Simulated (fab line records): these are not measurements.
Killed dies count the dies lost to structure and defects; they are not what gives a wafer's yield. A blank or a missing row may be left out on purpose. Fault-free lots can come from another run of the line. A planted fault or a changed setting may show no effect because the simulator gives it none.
One fault seen from 2 desks :: flow nand_harc :: each desk holds nothing but its own numbers, with what lay behind them at the end

TOOL OWNER'S DESK, furnace-08
At NHARC_THIN_TSV_ANNEAL_58 (time 1800 s), the tool's own readings, given per lot that ran on this tool as the mean of the sampled wafers with a number. Marked OUT: a lot whose mean sits more than 4 standard deviations from the usual mean, which makes it out of limits; the brackets give that distance. 7 of its 8 readings are shown: the first one out of limits and those lying furthest out on some lot.
Columns: A = spike_tc_bottom_C at NHARC_THIN_TSV_ANNEAL_58, usual 426 C; B = spike_tc_centre_C at NHARC_THIN_TSV_ANNEAL_58, usual 400.6 C; C = spike_tc_lower_C at NHARC_THIN_TSV_ANNEAL_58, usual 399.9 C; D = spike_tc_top_C at NHARC_THIN_TSV_ANNEAL_58, usual 429 C; E = spike_tc_upper_C at NHARC_THIN_TSV_ANNEAL_58, usual 398.9 C; F = zone_power_lower_pct at NHARC_THIN_TSV_ANNEAL_58, usual 4.3 %; G = zone_power_upper_pct at NHARC_THIN_TSV_ANNEAL_58, usual 4.41 %
lot: L202
first seen here: day 27 12:14
A: 433
B: 402.4
C: 398.4
D: 433
E: 398.8
F: 4.8
G: 4.50

lot: L203
first seen here: day 28 05:29
A: 433
B: 400.8
C: 398.6
D: 433
E: 399.0
F: 4.7
G: 4.54

lot: L207
first seen here: day 29 09:38
A: 432
B: 401.3
C: 399.3
D: 432
E: 398.5
F: 4.8
G: 4.56

lot: L208
first seen here: day 29 09:38
A: 431
B: 400.2
C: 399.9
D: 432
E: 398.9
F: 4.7
G: 4.49

lot: L212
first seen here: day 31 11:29
A: 454 (+5.4) OUT
B: 424.5 (+17) OUT
C: 422.9 (+19) OUT
D: 454 (+7.0) OUT
E: 422.0 (+21) OUT
F: 5.2
G: 4.91 (+4.2) OUT

lot: L213
first seen here: day 31 11:29
A: 455 (+5.7) OUT
B: 424.1 (+17) OUT
C: 422.8 (+19) OUT
D: 454 (+6.9) OUT
E: 421.9 (+21) OUT
F: 5.1
G: 4.93 (+4.4) OUT
This desk's verdict: out of limits on L212, L213, starting with L212 at day 31 11:29 (spike_tc_bottom_C at NHARC_THIN_TSV_ANNEAL_58). In limits: L202, L203, L207, L208.

FROM THE METROLOGY DESK
Means of the sampled wafers that have a number, per lot and without regard to the tool the lot ran on: this is what the gauges read. Marked OUT: a lot whose mean sits more than 4 standard deviations from the usual mean, which makes it out of limits; the brackets give that distance.
Columns: A = cd_nm at NHARC_THIN_TSV_CD_MEAS_33, usual 4999.7 nm
lot: L200
first seen here: day 26 06:22
A: 4998.8

lot: L201
first seen here: day 26 07:52
A: 5001.4

lot: L202
first seen here: day 27 07:38
A: 4998.9

lot: L203
first seen here: day 28 00:08
A: 5000.6

lot: L205
first seen here: day 28 06:46
A: 4998.5

lot: L207
first seen here: day 29 03:31
A: 5001.5

lot: L208
first seen here: day 29 04:41
A: 5000.8

lot: L213
first seen here: day 31 05:25
A: 5000.9

lot: L212
first seen here: day 31 06:28
A: 5000.8

lot: L218
first seen here: day 33 02:52
A: 5001.3

lot: L217
first seen here: day 33 04:30
A: 4999.6

lot: L219
first seen here: day 34 03:29
A: 5000.4
Result from this desk: across the 12 lots, nothing is out of limits.

PUT TOGETHER
At day 31 11:29, on L212, L213, the tool owner's desk was in a position to raise an alarm.
Metrology desk: nothing out of limits seen.
The metrology desk holds a record of L212, L213, inside its limits.
Of the lots named, all ran NHARC_THIN_TSV_ANNEAL_58 on furnace-08.

WHAT HAD BEEN PUT IN BY THE SIMULATOR
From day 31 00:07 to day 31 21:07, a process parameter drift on furnace-08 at NHARC_THIN_TSV_ANNEAL_58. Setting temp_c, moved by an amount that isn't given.
Lots struck among those shown: L212, L213.
How many hours passed from the start of the fault until each desk's first out-of-limits reading: the tool owner's desk, 11.
